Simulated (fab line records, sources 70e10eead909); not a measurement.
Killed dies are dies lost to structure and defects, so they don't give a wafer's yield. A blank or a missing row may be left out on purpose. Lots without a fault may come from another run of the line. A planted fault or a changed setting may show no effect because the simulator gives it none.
fab line records | flow nand_harc
record lots=14 wafers=42 last_day=33
route steps=1302 shown P_GATE@216 P_CONTACT@218
lots that met no fault: from a run of the same line without faults
start_h: hours from the record's first day to the start of the lot's first wafer shown | wait_h: hours since the lot's step before | " the same as in the row above | L1.1+2: a row that stands for several wafers | - no value, or no start given | * or withheld: withheld | < > ~ a bound
route shown NAME@n: a module of which the file shows steps, and the number in the route of the first | usual: mean/standard deviation of fault-free wafers | same: alike in all rows | chamber/n: place in a boat | sites: the reading at each site | _std_site: their standard deviation | _edge_site: outer sites' mean less inner sites' | radius_mm: how far each site lies from the wafer's centre | mask NAME#n: copy n | behind: the tool/chamber that last shaped the wafer | hold: why the lot was held/for how many hours/how that ended | device: the transistor (n, p or np) that didn't switch | end of line: the same wafers' tests at the end of the route | a step without rows: its recipe alone | killed: dies lost to structure and defects at the first sort, not the wafer's yield | map: a wafer's dies, x killed, . not, _ none there
set.NAME: the setting as run; set.NAME@STEP: as run at that earlier step | model.NAME: the simulator's own value behind a step, which no gauge read
steps of the route over a sample of lots; a table a step, a row a wafer
services: from which hour (start_h, from the record's first day; less than 0 if before it) a tool's chamber was out of use, for how many hours, and why
## steps
# step NHARC_P_GATE_INSPECT_68
# usual raw_defect_count=186/71
# columns lot.wafer tool chamber start_h wait_h raw_defect_count
L627.1 defect_inspect-02 - 96.78 0.2 128
L627.2 " - " " 191
L627.3 " - " " 440
L626.3 defect_inspect-02 - 97.51 0.1 272
L626.4 " - " " 207
L626.5 " - " " 92
L628.1 defect_inspect-02 - 113.80 0.2 249
L628.3 " - " " 246
L628.5 " - " " 265
L629.3 defect_inspect-01 - 115.43 0.1 176
L629.5 " - " " 249
L629.6 " - " " 228
L630.1 defect_inspect-02 - 129.04 0.2 270
L630.2 " - " " 316
L630.5 " - " " 248
L631.1 defect_inspect-02 - 148.55 0.2 162
L631.3 " - " " 285
L631.6 " - " " 256
L634.2 defect_inspect-01 - 168.63 0.1 230
L634.3 " - " " 169
L634.4 " - " " 122
L638.1 defect_inspect-02 - 207.21 0.2 229
L638.2 " - " " 124
L638.6 " - " " 287
L639.1 defect_inspect-02 - 218.83 0.2 130
L639.2 " - " " 133
L639.5 " - " " 280
L641.1 defect_inspect-01 - 239.30 0.2 179
L641.4 " - " " 199
L641.5 " - " " 176
L646.1 defect_inspect-01 - 294.91 0.2 101
L646.2 " - " " 99
L646.6 " - " " 147
L647.2 defect_inspect-02 - 298.96 0.1 115
L647.3 " - " " 104
L647.6 " - " " 180
L648.1 defect_inspect-02 - 311.06 0.2 189
L648.3 " - " " 180
L648.4 " - " " 255
L649.1 defect_inspect-01 - 317.59 0.2 96
L649.3 " - " " 108
L649.6 " - " " 135
# step NHARC_P_CONTACT_DEP_00
# recipe target_thk_a=5000 temp_c=400 pressure_torr=6.5 rf_w=900 teos_flow_sccm=161.4 flow_sccm=2650 target_thk_nm=500 gas=O2 material=SiO2
# usual heater_power_w=538/89 throttle_valve_pct=15.8/0.62
# columns lot.wafer tool chamber start_h wait_h heater_power_w since_wet_clean_h throttle_valve_pct
L627.1 pecvd-04 1 - - 581 20 16.1
L627.3 " 2 " " 634 20 15.7
L627.2 " 0 " " 537 20 16.1
L626.3 pecvd-03 0 98.05 0.3 477 - 16.1
L626.4 " 1 " " 484 - 15.4
L626.5 " 1 " " 503 - 15.5
L628.1 pecvd-04 2 - - 641 37 15.6
L628.3 " 1 " " 682 37 16.2
L628.5 " 0 " " 616 - 16.3
L629.3 pecvd-03 0 - - 536 123 16.4
L629.6 " 0 " " 403 - 16.2
L629.5 " 1 " " 502 - 15.5
L630.2 pecvd-03 2 - - 452 136 15.9
L630.1 " 0 " " 543 136 16.4
L630.5 " 0 " " 411 - 16.1
L631.1 pecvd-04 2 - - 644 72 15.6
L631.3 " 0 " " 493 72 16.4
L631.6 " 1 " " 651 - 16.2
L634.3 pecvd-01 1 - - 642 50 15.9
L634.2 " 2 " " 469 50 16.1
L634.4 " 1 " " 662 - 16.1
L638.1 pecvd-01 2 - - 448 89 16.1
L638.2 " 0 " " 536 89 14.2
L638.6 " 0 " " 561 - 14.0
L639.1 pecvd-04 1 - - 607 142 16.5
L639.2 " 0 " " 540 142 16.2
L639.5 " 2 " " 648 - 15.8
L641.1 pecvd-01 2 - - 459 121 16.3
L641.5 " 2 " " 484 - 16.2
L641.4 " 1 " " 603 - 16.1
L646.2 pecvd-04 2 - - 620 37 15.7
L646.1 " 1 " " 626 37 15.5
L646.6 " 0 " " 539 - 16.0
L647.2 pecvd-03 1 - - 525 125 15.2
L647.3 " 0 " " 365 125 16.6
L647.6 " 0 " " 389 - 16.4
L648.1 pecvd-03 2 311.54 0.3 463 137 15.8
L648.3 " 1 " " 398 - 15.5
L648.4 " 2 " " 348 - 15.8
L649.3 pecvd-04 1 - - 655 60 15.6
L649.1 " 0 " " 499 60 16.5
L649.6 " 0 " " 494 - 16.3
# step NHARC_P_CONTACT_ETCH_18
# recipe target_depth_a=4810 time_s=240.5 c4f8_flow_sccm=20 o2_flow_sccm=10 ar_flow_sccm=withheld rf_w=600 bias_w=1500 chemistry=C4F8/O2/Ar
# usual oes_product_au=0.956/0.02 rf_vpp_V=980/4.6 run_length_s=261.6/0.5
# columns lot.wafer tool chamber start_h wait_h oes_product_au rf_hours_counter_h rf_vpp_V run_length_s
L627.2 rie_diel-11 3 99.14 - 0.964 2.1 989 262.2
L627.3 " 1 " " 0.963 1.6 979 261.4
L627.1 " 2 " " 0.961 2.0 982 261.0
L626.3 rie_diel-02 0 100.14 - 0.949 2.5 977 260.9
L626.5 " 3 " " 0.926 - 981 261.7
L626.4 " 0 " " 0.928 - 976 260.9
L628.1 rie_diel-01 3 116.18 - 0.955 3.0 972 262.8
L628.3 " 2 " " 0.957 3.2 979 261.8
L628.5 " 3 " " 0.953 - 974 262.0
L629.3 rie_diel-01 1 117.76 - 0.956 3.8 974 261.0
L629.6 " 0 " " 0.928 - 985 261.5
L629.5 " 2 " " 0.977 - 980 262.0
L630.1 rie_diel-02 3 131.39 - 0.941 4.6 980 261.8
L630.2 " 1 " " 0.925 2.4 984 261.6
L630.5 " 1 " " 0.929 - 983 261.8
L631.1 rie_diel-02 3 151.00 0.5 0.927 5.4 979 262.1
L631.3 " 1 " " 0.923 - 983 261.8
L631.6 " 1 " " 0.923 - 983 261.6
L634.3 rie_diel-01 1 170.79 - 0.980 5.0 973 261.6
L634.4 " 2 " " 0.964 4.8 978 262.1
L634.2 " 3 " " 0.963 4.2 972 262.2
L638.2 rie_diel-02 1 209.52 - 0.955 0.2 983 261.9
L638.1 " 2 " " 0.974 0.4 972 261.5
L638.6 " 2 " " 0.971 - 973 261.7
L639.2 rie_diel-11 1 221.14 - 0.970 8.4 979 206.6
L639.1 " 2 " " 0.975 8.3 982 206.3
L639.5 " 3 " " 0.951 - 988 207.6
L641.4 rie_diel-11 2 241.45 - 0.958 0.3 982 206.6
L641.1 " 3 " " 0.991 0.2 987 208.1
L641.5 " 3 " " 0.981 - 988 208.1
L646.1 rie_diel-02 3 297.18 - 0.972 2.9 981 261.7
L646.2 " 1 " " 0.984 3.2 984 262.0
L646.6 " 3 " " 0.975 - 980 261.8
L647.2 rie_diel-02 0 301.26 - 0.926 3.5 977 261.0
L647.3 " 2 " " 0.928 3.3 972 262.1
L647.6 " 0 " " 0.926 - 979 260.8
L648.1 rie_diel-11 0 313.46 - 0.965 3.8 980 261.0
L648.3 " 1 " " 0.983 4.1 978 262.1
L648.4 " 3 " " 0.970 3.5 988 262.3
L649.1 rie_diel-11 2 319.91 - 0.969 4.2 981 261.0
L649.3 " 3 " " 0.968 3.9 988 262.3
L649.6 " 1 " " 0.952 - 978 261.7
# step NHARC_P_CONTACT_STRIP_28
# recipe o2_flow_sccm=500 ar_flow_sccm=0 bias_w=0 chemistry=O2
# usual drypump_motor_current_A=5.8/0.45 oes_product_au=1.002/0.0073 rf_vpp_V=57.8/0.9 showerhead_plenum_p_Torr=3.52/0.13 throttle_valve_pct=17.037/0.0083
# columns lot.wafer tool chamber start_h wait_h drypump_motor_current_A oes_product_au rf_hours_counter_h rf_vpp_V showerhead_plenum_p_Torr throttle_valve_pct
L627.1 rie_diel-01 3 99.68 0.1 5.6 0.998 2.4 56.8 3.41 17.041
L627.3 " 0 " " 6.1 0.999 2.6 58.5 3.71 17.037
L627.2 " 2 " " 5.6 0.992 2.6 58.0 3.54 17.037
L626.3 rie_diel-02 2 100.66 0.1 5.4 1.013 3.0 57.9 3.37 17.040
L626.4 " 0 " " 6.8 1.001 - 55.9 3.51 17.019
L626.5 " 2 " " 5.4 1.007 - 58.8 3.37 17.043
L628.1 rie_diel-02 3 116.71 0.1 6.2 0.989 3.8 58.0 3.58 17.048
L628.3 " 3 " " 6.2 1.001 - 56.7 3.58 17.029
L628.5 " 2 " " 5.4 1.003 - 58.6 3.37 17.038
L629.3 rie_diel-02 2 118.33 0.1 5.4 0.994 - 57.5 3.37 17.039
L629.5 " 2 " " 5.4 1.000 - 56.5 3.37 17.032
L629.6 " 3 " " 6.3 1.004 - 58.2 3.58 17.047
L630.1 rie_diel-01 1 131.91 0.1 5.1 0.995 4.2 59.0 3.38 17.045
L630.2 " 0 " " 6.1 1.002 3.3 58.2 3.71 17.047
L630.5 " 2 " " 5.6 0.997 - 57.3 3.54 17.043
L631.1 rie_diel-01 3 151.64 0.1 5.7 1.000 3.7 56.4 3.41 17.028
L631.3 " 0 " " 6.1 0.997 3.6 57.3 3.71 17.029
L631.6 " 2 " " 5.6 0.991 - 57.1 3.54 17.035
L634.3 rie_diel-11 2 171.25 0.1 5.8 1.012 5.2 58.9 3.62 17.044
L634.2 " 0 " " 5.7 1.009 4.2 56.7 3.60 17.047
L634.4 " 1 " " 6.0 1.000 5.1 58.4 3.52 17.041
L638.2 rie_diel-01 0 210.00 0.1 6.1 1.004 0.6 57.9 3.71 17.027
L638.1 " 2 " " 5.6 1.001 0.6 57.7 3.54 17.023
L638.6 " 1 " " 5.1 0.998 - 55.7 3.38 17.033
L639.2 rie_diel-02 1 221.57 0.1 6.2 1.007 0.8 58.4 3.65 17.041
L639.1 " 0 " " 6.8 1.003 0.8 57.1 3.50 17.042
L639.5 " 1 " " 6.2 1.002 - 57.2 3.65 17.037
L641.1 rie_diel-01 0 241.91 0.1 6.1 0.995 1.2 58.9 3.71 17.029
L641.4 " 1 " " 5.1 1.001 1.3 58.1 3.38 17.033
L641.5 " 0 " " 6.1 1.001 - 58.3 3.71 17.038
L646.1 rie_diel-01 0 297.65 0.1 6.1 0.996 2.2 57.9 3.71 17.038
L646.2 " 1 " " 5.1 1.004 2.4 58.1 3.38 17.022
L646.6 " 0 " " 6.1 1.003 - 57.6 3.71 17.023
L647.2 rie_diel-11 2 301.72 0.1 5.8 0.998 3.5 57.9 3.61 17.040
L647.3 " 3 " " 5.3 0.996 3.4 57.8 3.77 17.032
L647.6 " 1 " " 6.0 0.996 - 57.3 3.52 17.033
L648.4 rie_diel-02 2 314.34 0.1 5.4 1.006 3.6 56.7 3.37 17.030
L648.1 " 0 " " 6.8 1.004 3.9 58.2 3.50 17.029
L648.3 " 1 " " 6.2 1.015 3.8 59.2 3.65 17.042
L649.3 rie_diel-01 1 320.34 0.1 5.2 0.991 2.7 56.3 3.38 17.043
L649.1 " 0 " " 6.1 1.007 2.5 57.5 3.71 17.034
L649.6 " 2 " " 5.6 0.999 - 57.5 3.53 17.052
## services
# columns tool chamber start_h hours kind
rie_diel-11 0 90.61 12.1 repair
pecvd-03 2 94.76 15.6 repair
rie_diel-02 1 99.46 27.8 repair
rie_diel-01 0 104.86 12.3 repair
rie_diel-02 0 114.07 85.2 repair
rie_diel-11 3 123.85 2.8 repair
rie_diel-02 1 131.75 1.6 repair
rie_diel-01 2 132.64 1.5 repair
pecvd-04 - 132.83 0.8 repair
rie_diel-11 2 132.93 6.9 repair
pecvd-03 - 133.73 1.3 repair
rie_diel-02 2 146.87 5.5 repair
pecvd-03 - 161.12 13.0 pm
rie_diel-01 - 179.80 9.0 pm
rie_diel-02 3 187.03 14.6 repair
pecvd-03 2 191.93 15.7 repair
pecvd-04 1 192.13 13.0 repair
rie_diel-02 - 192.70 9.0 pm
pecvd-04 2 223.50 5.2 repair
rie_diel-11 - 231.50 9.0 pm
pecvd-03 1 235.21 10.9 repair
pecvd-04 - 245.23 13.0 pm
rie_diel-01 1 260.41 3.8 repair
rie_diel-01 - 318.21 1.2 repair
## key
first_sign step=NHARC_P_CONTACT_ETCH_18 reading=run_length_s direction=down sigmas=99+ usual=* struck=*
effect none on later readings
met_at NHARC_P_CONTACT_ETCH_18
struck_lots L639,L641
later_rows_left_out L639.1,L639.2,L639.5,L641.1,L641.4,L641.5
sort_left_out L639.1,L639.2,L639.5,L641.1,L641.4,L641.5
tester_left_out L639,L641
not_acting_at NHARC_P_GATE_INSPECT_68,NHARC_P_CONTACT_DEP_00,NHARC_P_CONTACT_STRIP_28
onset_between 99.14 221.14
fault kind=process_parameter_drift tool=rie_diel-11 chamber=- onset_h=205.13 steps=NHARC_P_CONTACT_ETCH_18 channel=time_s offset=* shape=step end_h=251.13 acts_in=* stated=*
# tester_left_out: of these lots the tester's yield and bins aren't shown, on N5 and GAA mostly nor the transistor test; their killed dies are dies lost to structure and defects alone, not to doping, threshold or leakage, so they don't give the yield
# sort_left_out: the simulated sort isn't trusted on such a fault, so these wafers' sort isn't shown, and their yield isn't known
# later_rows_left_out: the simulator's readings of these wafers behind a module that went badly wrong aren't trusted and aren't shown, but for the sort
